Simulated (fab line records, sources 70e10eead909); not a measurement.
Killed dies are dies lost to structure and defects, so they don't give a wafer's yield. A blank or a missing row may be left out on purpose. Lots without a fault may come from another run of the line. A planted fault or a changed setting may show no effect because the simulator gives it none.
One fault seen from 2 desks | flow nand_harc | each desk has only its own numbers; what lay behind them comes last

THE TOOL OWNER'S DESK: ecd_cu-02
The tool's own readings at NHARC_A_M0_ECD_22 (material Cu, target thk 400 nm): means of the sampled wafers that have a number, for each lot that ran on this tool. A lot is out of limits, marked OUT, if its mean lies more than 4 standard deviations from the usual mean; the brackets give that distance.
Columns: A = bath_heat_duty_pct at NHARC_A_M0_ECD_22, usual 6.3 %
lot  | first seen here | A
L741 | day 23 23:52    | 6.7
L744 | day 25 02:09    | 6.7
L748 | day 26 08:29    | 6.8
L749 | day 26 14:04    | 6.8
L751 | day 27 08:10    | 6.0
L756 | day 29 14:48    | 6.7
L755 | day 29 16:02    | 6.6
L757 | day 30 03:05    | 6.5
L762 | day 32 21:14    | 6.7
This desk's finding: nothing out of limits on any of the 9 lots.

THE DEFECT DESK
What the inspections along the route counted, lot by lot: means of the sampled wafers that have a number. A lot is out of limits, marked OUT, if its mean lies more than 4 standard deviations from the usual mean; the brackets give that distance.
Columns: A = raw_defect_count at NHARC_A_M0_INSPECT_11, usual 85
lot  | first seen here | A
L741 | day 23 22:22    | 69
L744 | day 25 00:43    | 69
L748 | day 26 06:55    | 119
L749 | day 26 12:34    | 86
L751 | day 27 06:46    | 16
L756 | day 29 13:16    | 119
L755 | day 29 14:36    | 64
L757 | day 30 01:39    | 147
L758 | day 30 15:41    | 84
L761 | day 31 22:05    | 85
L762 | day 32 19:54    | 118
This desk's finding: nothing out of limits on any of the 11 lots.

PUT TOGETHER
The tool owner's desk saw nothing out of limits.
The defect desk saw nothing out of limits.

WHAT THE SIMULATOR HAD PUT IN
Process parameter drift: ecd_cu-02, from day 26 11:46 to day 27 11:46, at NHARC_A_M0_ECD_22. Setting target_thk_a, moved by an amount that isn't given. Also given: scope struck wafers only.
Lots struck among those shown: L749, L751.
